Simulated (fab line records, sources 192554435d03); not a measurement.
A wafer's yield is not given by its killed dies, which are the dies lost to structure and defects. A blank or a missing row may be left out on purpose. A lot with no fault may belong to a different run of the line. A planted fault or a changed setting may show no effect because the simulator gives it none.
Lot-split experiment / flow n5_finfet / on a route of 1938 steps: 7 lots, 21 wafers read

THE SPLIT
At N5_PMOS_HMC_CHANNEL_EPI_PEB_07 (peb time 60 s), the setting peb_time_s was moved away from the recipe's 60 s on 5 of the 21 wafers read, by -20.2% to +22.0%. For the rest of the wafers, this setting stayed at what the recipe calls for.

BETWEEN THE SPLIT AND THE READING: the file shows 1 step in between
- N5_PMOS_HMC_CHANNEL_EPI_DEVELOP_08: develop time 30 s

THE READING
Shown in nm: cd_nm at N5_PMOS_HMC_CHANNEL_EPI_CD_MEAS_09, with target cd 237.4 nm. Fault-free wafers of this fab line usually give 237.9 nm, standard deviation 1 nm.

wafer=L081.1; tool, chamber at the split=litho_track-05, 0; peb_time_s as run, s=60; against the recipe=recipe; cd_nm, nm=237.1; against lot-mates on the recipe=-
wafer=L081.4; tool, chamber at the split=litho_track-05, 0; peb_time_s as run, s=72.51; against the recipe=+20.9%; cd_nm, nm=245.6; against lot-mates on the recipe=+8.5
wafer=L081.5; tool, chamber at the split=litho_track-05, 0; peb_time_s as run, s=72.51; against the recipe=+20.9%; cd_nm, nm=245.0; against lot-mates on the recipe=+7.9
wafer=L083.1; tool, chamber at the split=litho_track-05, 0; peb_time_s as run, s=60; against the recipe=recipe; cd_nm, nm=237.8; against lot-mates on the recipe=-
wafer=L083.4; tool, chamber at the split=litho_track-05, 0; peb_time_s as run, s=60; against the recipe=recipe; cd_nm, nm=237.8; against lot-mates on the recipe=-
wafer=L083.5; tool, chamber at the split=litho_track-05, 0; peb_time_s as run, s=60; against the recipe=recipe; cd_nm, nm=237.1; against lot-mates on the recipe=-
wafer=L084.1; tool, chamber at the split=litho_track-05, 0; peb_time_s as run, s=70.95; against the recipe=+18.3%; cd_nm, nm=243.0; against lot-mates on the recipe=+6.9
wafer=L084.3; tool, chamber at the split=litho_track-05, 0; peb_time_s as run, s=60; against the recipe=recipe; cd_nm, nm=236.6; against lot-mates on the recipe=-
wafer=L084.6; tool, chamber at the split=litho_track-05, 0; peb_time_s as run, s=60; against the recipe=recipe; cd_nm, nm=235.7; against lot-mates on the recipe=-
wafer=L085.4; tool, chamber at the split=litho_track-04, 0; peb_time_s as run, s=60; against the recipe=recipe; cd_nm, nm=239.4; against lot-mates on the recipe=-
wafer=L085.5; tool, chamber at the split=litho_track-04, 0; peb_time_s as run, s=60; against the recipe=recipe; cd_nm, nm=238.5; against lot-mates on the recipe=-
wafer=L085.6; tool, chamber at the split=litho_track-04, 0; peb_time_s as run, s=60; against the recipe=recipe; cd_nm, nm=238.9; against lot-mates on the recipe=-
wafer=L086.2; tool, chamber at the split=litho_track-02, 0; peb_time_s as run, s=47.89; against the recipe=-20.2%; cd_nm, nm=227.9; against lot-mates on the recipe=-9.2
wafer=L086.4; tool, chamber at the split=litho_track-02, 0; peb_time_s as run, s=60; against the recipe=recipe; cd_nm, nm=237.2; against lot-mates on the recipe=-
wafer=L086.6; tool, chamber at the split=litho_track-02, 0; peb_time_s as run, s=60; against the recipe=recipe; cd_nm, nm=236.9; against lot-mates on the recipe=-
wafer=L088.3; tool, chamber at the split=litho_track-02, 0; peb_time_s as run, s=60; against the recipe=recipe; cd_nm, nm=236.7; against lot-mates on the recipe=-
wafer=L088.4; tool, chamber at the split=litho_track-02, 0; peb_time_s as run, s=60; against the recipe=recipe; cd_nm, nm=238.7; against lot-mates on the recipe=-
wafer=L088.5; tool, chamber at the split=litho_track-02, 0; peb_time_s as run, s=73.18; against the recipe=+22.0%; cd_nm, nm=245.7; against lot-mates on the recipe=+8.0
wafer=L095.3; tool, chamber at the split=litho_track-02, 0; peb_time_s as run, s=60; against the recipe=recipe; cd_nm, nm=236.5; against lot-mates on the recipe=-
wafer=L095.4; tool, chamber at the split=litho_track-02, 0; peb_time_s as run, s=60; against the recipe=recipe; cd_nm, nm=236.9; against lot-mates on the recipe=-
wafer=L095.6; tool, chamber at the split=litho_track-02, 0; peb_time_s as run, s=60; against the recipe=recipe; cd_nm, nm=238.9; against lot-mates on the recipe=-

THE FIT
A straight line over all 21 wafers: cd_nm changes by +0.387 nm for each +1% of peb_time_s; r = +0.96; the points scatter about the line by 1.1 nm.
The same after taking each lot's own level away (the mean of its wafers on the recipe; 21 wafers): +0.399 nm for each +1%; r = +0.99; scatter 0.66 nm.
The reading moves by 8.8 nm for the largest change in peb_time_s, on that fit.
The span of the lots' own levels, 236.15 to 238.93 nm, comes to 2.8 times the standard deviation stated above.
Consequently the slope shifts little with the lot-to-lot level, the two slopes agreeing.
Check: with one of the wafers moved furthest among these (+22.0%) left out of the fit, the line predicts +8.84 nm for it against its lot-mates. It came out at +8 nm against them.

OTHER SPLITS APPLIED TO THESE WAFERS
These wafers also went through other splits before the reading. Each is held against what the fit with the lots' levels taken away leaves over:
other split on the same wafers=N5_ZERO_LAYER_EXPOSE_08 dose_mj; wafers away from the commonest value=10; r with cd_nm (lot level and that fit taken away)=+0.11
other split on the same wafers=N5_ZERO_LAYER_DEVELOP_10 develop_time_s; wafers away from the commonest value=7; r with cd_nm (lot level and that fit taken away)=+0.14

THE WHOLE CHAIN: every reading that the file lists as answering this split, in the file's order
step=N5_PMOS_HMC_CHANNEL_EPI_CD_MEAS_09; what it does=target cd 237.4 nm; reading=cd_nm; change (the file's fit)=+0.395 nm for each +1% of the setting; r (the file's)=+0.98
step=N5_PMOS_HMC_CHANNEL_EPI_DESCUM_14; what it does=chemistry O2, time 7.9 s; reading=PMOS_HMC_CHANNEL_EPI.cd_nm (the simulator's own value, which no gauge read); change (the file's fit)=+0.391 nm for each +1% of the setting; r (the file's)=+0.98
step=N5_PMOS_HMC_CHANNEL_EPI_ETCH_32; what it does=etches BARC in N2/H2, stops on SiO2, target depth 85.8 nm, time 50.3 s; reading=PMOS_HMC_CHANNEL_EPI.cd_nm (the simulator's own value, which no gauge read); change (the file's fit)=+0.379 nm for each +1% of the setting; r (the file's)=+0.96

FILE'S OWN FIT
cd_nm changes by +0.395 nm for each +1% of peb_time_s, r = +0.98.
